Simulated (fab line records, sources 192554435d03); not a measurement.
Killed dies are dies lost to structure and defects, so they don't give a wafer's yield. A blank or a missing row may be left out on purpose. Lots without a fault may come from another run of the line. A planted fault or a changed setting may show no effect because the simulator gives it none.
fab line records | flow n5_finfet
record lots=4 wafers=12 last_day=19
route steps=1938 shown BEOL_M3@1015 BEOL_M4@1021 PASSIVATION@1936
lots that met no fault: from a run of the same line without faults
start_h: hours from the record's first day to the start of the lot's first wafer shown | wait_h: hours since the lot's step before | " the same as in the row above | L1.1+2: a row that stands for several wafers | - no value, or no start given | * or withheld: withheld | < > ~ a bound
route shown NAME@n: a module of which the file shows steps, and the number in the route of the first | usual: mean/standard deviation of fault-free wafers | same: alike in all rows | chamber/n: place in a boat | sites: the reading at each site | _std_site: their standard deviation | _edge_site: outer sites' mean less inner sites' | radius_mm: how far each site lies from the wafer's centre | mask NAME#n: copy n | behind: the tool/chamber that last shaped the wafer | hold: why the lot was held/for how many hours/how that ended | device: the transistor (n, p or np) that didn't switch | end of line: the same wafers' tests at the end of the route | a step without rows: its recipe alone | killed: dies lost to structure and defects at the first sort, not the wafer's yield | map: a wafer's dies, x killed, . not, _ none there
set.NAME: the setting as run; set.NAME@STEP: as run at that earlier step | model.NAME: the simulator's own value behind a step, which no gauge read
lots at some steps of the route; a table a step, a row a wafer
services: from which hour (start_h, from the record's first day; less than 0 if before it) a tool's chamber was out of use, for how many hours, and why
## steps
# step N5_BEOL_M3_PRE_CLEAN_60
# recipe gas=NH3/H2 time_s=15 temp_c=* rf_power_w=300
# step N5_BEOL_M3_CO_CAP_55
# recipe material=Co target_thk_a=20 temp_c=200 precursor=CCTBA/H2 pressure_torr=30 time_s=102.1
# step N5_BEOL_M3_PRE_CLEAN_56
# recipe gas=NH3 time_s=15 temp_c=withheld rf_power_w=300
# step N5_BEOL_M3_DEP_57
# recipe material=SiCN target_thk_a=80 temp_c=withheld precursor=3MS/NH3 pressure_torr=3 rf_w=202 time_s=14
# step N5_BEOL_M4_ILD_DEP_00
# recipe material=SiOC target_thk_a=790 temp_c=350 precursor=DEMS/O2 pressure_torr=5 rf_w=500 time_s=15.3
# step N5_BEOL_M4_PECVD_72
# recipe material=SiO2 target_thk_a=160 temp_c=400 precursor=TEOS/O2 pressure_torr=5.5 rf_w=450 teos_flow_sccm=53.8 gas=O2 flow_sccm=3000 time_s=18
# step N5_BEOL_M4_HM_DEP_02
# recipe material=TiN target_thk_a=200 temp_c=25 chamber_pressure_pa=0.49996
# step N5_BEOL_M4_COAT_61
# recipe resist=SOC temp_c=250 time_s=60 spin_rpm=1500 resist_thk_nm=60
# step N5_BEOL_M4_COAT_62
# recipe resist=SiARC temp_c=220 time_s=60 spin_rpm=1500 resist_thk_nm=12
# usual heater_power_total_W=427.8/2.2 plate_temp_C=219.95/0.17 spin_speed_rpm=1499.9/0.92
# columns lot.wafer tool chamber start_h wait_h heater_power_total_W plate_temp_C spin_speed_rpm model.SiARC_of_BEOL_M4_COAT_62.thk_nm
L611.1 litho_track-05 0 182.85 - 429.9 220.00 1499.9 12
L611.2 " 0 " " 431.0 219.97 1499.5 12
L611.6 " 0 " " 424.8 220.09 1499.5 12
L626.1 litho_track-05 0 299.90 - 428.0 219.98 1656.4 11.4
L626.3 " 0 " " 425.7 220.09 1654.6 11.4
L626.6 " 0 " " 424.2 220.06 1654.5 11.4
L630.1 litho_track-05 0 318.30 - 429.9 219.94 1656.0 11.4
L630.2 " 0 " " 428.3 220.06 1655.3 11.4
L630.4 " 0 " " 427.3 220.43 1656.3 11.4
L634.3 litho_track-02 0 322.53 - 428.1 220.10 1500.3 12
L634.4 " 0 " " 426.5 220.37 1500.7 12
L634.5 " 0 " " 424.6 220.07 1497.4 12
# step N5_BEOL_M4_COAT_73
# recipe resist=underlayer temp_c=205 time_s=60 spin_rpm=1500 resist_thk_nm=5
# step N5_BEOL_M4_COAT_05
# recipe resist=CAR-EUV spin_rpm=1500 resist_thk_nm=30
# step N5_BEOL_M4_EBR_07
# recipe solvent=PGMEA ebr_width_mm=1.5
# step N5_BEOL_M4_SOFTBAKE_06
# recipe temp_c=110 time_s=60 resist=CAR-EUV
# step N5_BEOL_M4_EXPOSE_08
# recipe mask_id=M4 na=0.33 source_shape=dipole sigma_inner=0.369 sigma_outer=0.767 polarization=unpolarized dose_mj=41.25
# step N5_BEOL_M4_PEB_09
# recipe peb_temp_c=100 peb_time_s=60 resist=CAR-EUV
# step N5_BEOL_M4_DEVELOP_10
# recipe develop_time_s=30 developer=TMAH resist=CAR-EUV rinse_liquid=surfactant_rinse dry=air_spin dev_temp_c=23
# step N5_BEOL_M4_DESCUM_16
# recipe chemistry=O2 time_s=7 source_power_w=50 bias_power_w=20 pressure_mtorr=20 rf_frequency_hz=2.712e+07 temp_c=40 resist=CAR-EUV o2_flow_sccm=225
# step N5_BEOL_M4_ETCH_74
# recipe chemistry=N2/H2 target=underlayer target_depth_a=65 mask_material=CAR-EUV time_s=5.2 ion_energy_ev=200 pressure_mtorr=30 source_w=840 bias_w=150 n2_flow_sccm=200 h2_flow_sccm=200 ends=cleared
# step N5_BEOL_M4_ETCH_63
# recipe chemistry=CF4 target=SiARC target_depth_a=156 mask_material=CAR-EUV time_s=26 ion_energy_ev=80 pressure_mtorr=40 source_w=545 bias_w=36 Ar_flow_sccm=100 cf4_flow_sccm=100 ends=cleared
# usual drypump_motor_current_A=5.8/0.41 etch_rf_on_time_s=25.96/0.29 oes_product_au=0.65/0.072 rf_vpp_V=184.1/0.91 showerhead_plenum_p_Torr=2.15/0.042 throttle_valve_pct=15.60/0.2
# columns lot.wafer tool chamber start_h wait_h drypump_motor_current_A etch_rf_on_time_s oes_product_au rf_hours_counter_h rf_vpp_V showerhead_plenum_p_Torr throttle_valve_pct model.etch.depth_nm model.CAR-EUV_of_BEOL_M4_COAT_05.thk_nm
L611.1 rie_diel-04 3 183.29 0.0 5.3 26.30 0.58 217 185.4 2.21 15.84 12.01 11
L611.2 " 1 " " 5.3 26.21 0.60 209 183.9 2.21 15.61 11.98 11.2
L611.6 " 3 " " 5.3 26.46 0.58 - 184.8 2.21 15.84 12 11
L626.1 rie_diel-05 1 300.47 0.0 6.3 24.38 0.69 81 183.0 2.08 15.37 11.42 11.6
L626.3 " 3 " " 5.5 25.07 0.61 211 185.6 2.21 15.66 11.47 11.4
L626.6 " 1 " " 6.3 24.18 0.70 - 183.2 2.08 15.41 11.44 11.6
L630.1 rie_diel-02 0 318.74 0.0 6.2 25.32 0.67 119 185.2 2.15 15.59 11.5 11.4
L630.2 " 1 " " 5.7 24.71 0.60 232 184.5 2.12 15.85 11.48 11.6
L630.4 " 3 " " 5.8 24.46 0.79 20 183.5 2.18 15.39 11.45 11.6
L634.3 rie_diel-02 2 323.17 0.0 4.8 26.38 0.59 221 182.3 2.12 15.96 12.01 11.2
L634.4 " 0 " " 6.2 26.45 0.67 120 183.4 2.15 15.59 12 11
L634.5 " 1 " " 5.7 25.95 0.59 - 185.1 2.12 15.86 12.03 11
# step N5_BEOL_M4_ETCH_64
# recipe chemistry=N2/H2 target=SOC target_depth_a=750 overetch_a=225 mask_material=SiARC temp_c=40 time_s=121.9 ion_energy_ev=200 pressure_mtorr=30 source_w=840 bias_w=150 n2_flow_sccm=200 h2_flow_sccm=200
# usual drypump_motor_current_A=5.8/0.41 oes_product_au=0.57/0.06 rf_vpp_V=524.1/1.6 showerhead_plenum_p_Torr=2.55/0.053 throttle_valve_pct=17.78/0.2
# columns lot.wafer tool chamber start_h wait_h drypump_motor_current_A oes_product_au rf_hours_counter_h rf_vpp_V showerhead_plenum_p_Torr throttle_valve_pct model.SiARC_of_BEOL_M4_COAT_62.thk_nm
L611.1 rie_diel-04 3 183.32 0.0 5.4 0.52 217 525.2 2.62 18.02 6.6
L611.2 " 1 " " 5.3 0.54 209 526.1 2.63 17.78 6.4
L611.6 " 3 " " 5.4 0.52 - 525.6 2.62 18.01 6.6
L626.1 rie_diel-05 1 300.50 0.0 6.3 0.61 81 520.7 2.46 17.45 5.6
L626.3 " 3 " " 5.5 0.54 211 526.6 2.63 17.83 5.8
L626.6 " 1 " " 6.3 0.61 - 523.2 2.46 17.46 5.6
L630.1 rie_diel-02 0 318.76 0.0 6.2 0.60 119 524.8 2.55 17.76 5.8
L630.2 " 1 " " 5.7 0.53 232 522.3 2.51 18.03 5.6
L630.4 " 3 " " 5.8 0.69 20 525.8 2.60 17.70 5.6
L634.3 rie_diel-02 2 323.20 0.0 4.9 0.52 221 521.9 2.51 18.21 6.2
L634.4 " 0 " " 6.2 0.60 120 523.0 2.55 17.76 6.4
L634.5 " 1 " " 5.7 0.53 - 522.8 2.51 18.02 6.2
# step N5_BEOL_M4_STRIP_65
# recipe chemistry=N2/H2 temp_c=40 n2_flow_sccm=200 h2_flow_sccm=200 rf_frequency_hz=6e+07
# step N5_BEOL_M4_RC_MEAS_101
# usual DIBL_N=36.0/1.3 DIBL_P=36.2/1.7 IOFF_N=0.155/0.024 IOFF_P=0.21/0.034 ION_N=674/9 ION_P=463/7.1 SS_N=71.4/0.5 SS_P=73.4/0.57 VT_N=250.0/2.8 VT_P=-251/3.2
# columns lot.wafer tool chamber start_h wait_h DIBL_N[mV/V] DIBL_P[mV/V] IOFF_N[nA/um] IOFF_P[nA/um] ION_N[uA/um] ION_P[uA/um] SS_N[mV/dec] SS_P[mV/dec] VT_N[mV] VT_P[mV]
L611.1 prober-01 0 210.79 0.0 36.7 36.9 0.152 0.21 668 462 71.1 73.7 251.2 -252
L611.2 " 0 " " 36.1 36.2 0.143 0.20 675 464 70.9 73.5 251.1 -254
L611.6 " 0 " " 35.3 34.5 0.120 0.17 660 459 70.6 73.1 253.2 -255
L626.1 prober-02 0 311.79 0.0 36.7 35.0 0.160 0.23 675 472 71.5 72.8 249.3 -244
L626.3 " 0 " " 37.4 36.1 0.168 0.27 673 472 71.9 73.6 245.3 -244
L626.6 " 0 " " 36.5 34.8 0.149 0.23 674 468 71.8 72.9 249.9 -248
L630.1 prober-01 0 327.21 0.0 36.0 35.8 0.151 0.23 683 470 72.1 73.0 251.5 -248
L630.2 " 0 " " 37.4 37.8 0.175 0.26 684 477 71.5 73.9 246.8 -245
L630.4 " 0 " " 37.0 36.7 0.169 0.24 678 469 72.1 73.8 250.7 -248
L634.3 prober-01 0 348.02 0.3 35.3 35.0 0.135 0.21 675 470 70.8 72.2 251.2 -252
L634.4 " 0 " " 35.2 34.5 0.135 0.20 677 464 70.9 72.2 252.7 -250
L634.5 " 0 " " 34.9 35.5 0.131 0.20 667 467 70.8 72.6 253.3 -247
# step N5_PASSIVATION_PROBE_49
# usual defect_limited_yield=90.8/1.7 killed_at_M0_to_M3=37/12 killed_at_M4_up=15/5.6 killed_at_contacts=13/6.9 killed_at_front_end=40/11 killed_at_other=4/3.2 killed_dies=109/20 killed_on_rim=14/4.3 killed_open=73/15 killed_short=35/8.3 sort_bin_5_function=5.4/1.1 sort_bin_6_memory=3.5/0.73 sort_n_pass=1071/20 sort_yield_pct=90.8/1.7
# same gross_dies=1180 killed_at_back_side=0 sort_bin_4_leakage[%]=0 sort_bin_8_speed[%]=0
# columns lot.wafer tool chamber start_h wait_h defect_limited_yield[%] killed_at_M0_to_M3 killed_at_M4_up killed_at_contacts killed_at_front_end killed_at_other killed_dies killed_on_rim killed_open killed_short sort_bin_5_function[%] sort_bin_6_memory[%] sort_n_pass sort_yield_pct[%]
L626.1 prober-02 - 424.87 0.0 91.7 21 13 7 55 2 98 18 68 29 5.5 2.5 1082 91.7
L626.3 prober-02 - 424.97 0.1 90.8 32 26 11 34 5 108 12 69 35 6.3 2.5 1072 90.8
L626.6 prober-02 - 425.12 0.3 91.9 32 13 4 45 1 95 13 59 34 4.6 2.8 1085 91.9
# killed by level:class
L626.1 STI_FIN_REVEAL:geometric_particle:open=24 MOL_CONTACT_COAG:geometric_particle:open=7 BEOL_M4:geometric_particle:open=7 GATE_CUT:geometric_particle:open=6 FIN_SAQP:geometric_particle:short=5 STI_FIN_REVEAL:geometric_particle:short=4 BEOL_M1:geometric_particle:short=4 BEOL_M0_SAQP:geometric_particle:short=4
L626.3 BEOL_M4:geometric_particle:open=13 MOL_CONTACT_COAG:geometric_particle:open=10 BEOL_M0_SAQP:geometric_particle:open=8 BEOL_M3:geometric_particle:open=7 BEOL_M4:geometric_particle:short=7 BEOL_M0_SAQP:geometric_particle:short=6 BEOL_M2:geometric_particle:open=6 FIN_SAQP:geometric_particle:short=5
L626.6 STI_FIN_REVEAL:geometric_particle:open=15 BEOL_M0_SAQP:geometric_particle:short=8 BEOL_M0_SAQP:geometric_particle:open=8 BEOL_M1:geometric_particle:open=7 BEOL_M2:geometric_particle:open=6 FIN_SAQP:geometric_particle:open=5 BEOL_M4:geometric_particle:short=4 BEOL_M4:geometric_particle:open=4
## services
# columns tool chamber start_h hours kind
rie_diel-02 - 187.57 0.5 repair
rie_diel-05 1 217.15 4.6 repair
rie_diel-02 1 217.15 5.2 repair
rie_diel-04 3 230.56 7.6 repair
rie_diel-02 3 237.75 - clean
rie_diel-02 3 237.75 - consumable_replace:esc
rie_diel-02 3 237.75 - consumable_replace:focus_ring
rie_diel-02 3 237.75 29.9 scheduled_down
rie_diel-02 3 237.75 29.9 vent_cycle
rie_diel-04 0 244.50 - clean
rie_diel-04 0 244.50 - consumable_replace:focus_ring
rie_diel-04 0 244.50 19.1 scheduled_down
rie_diel-04 0 244.50 19.1 vent_cycle
rie_diel-04 2 263.68 2.8 repair
rie_diel-04 3 271.32 - clean
rie_diel-04 3 271.32 - consumable_replace:focus_ring
rie_diel-04 3 271.32 13.8 scheduled_down
rie_diel-04 3 271.32 13.8 vent_cycle
rie_diel-04 - 278.67 4.3 pm
litho_track-05 - 281.34 - consumable_replace:filter
rie_diel-04 1 290.93 - clean
rie_diel-04 1 290.93 - consumable_replace:focus_ring
rie_diel-05 1 302.74 4.3 repair
rie_diel-02 2 303.28 3.9 repair
## key
first_sign step=N5_BEOL_M4_COAT_62 reading=spin_speed_rpm direction=up sigmas=99+ usual=* struck=*
effect step=N5_BEOL_M4_ETCH_63 reading=etch_rf_on_time_s direction=down sigmas=4.3 usual=* struck=*
model_effect step=N5_BEOL_M4_COAT_62 value=SiARC_of_BEOL_M4_COAT_62.thk_nm without=12 struck=11.4
model_effect step=N5_BEOL_M4_ETCH_63 value=etch.depth_nm without=12.04 struck=11.46
model_effect step=N5_BEOL_M4_ETCH_64 value=SiARC_of_BEOL_M4_COAT_62.thk_nm without=6.267 struck=5.667
met_at N5_BEOL_M4_COAT_62
struck_wafers L626.1,L626.3,L626.6,L630.1,L630.2,L630.4
onset_between 182.85 299.90
fault kind=process_parameter_drift tool=litho_track-05 chamber=- onset_h=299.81 steps=N5_BEOL_M4_COAT_62 channel=spin_rpm offset=* shape=step end_h=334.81 acts_in=* stated=*
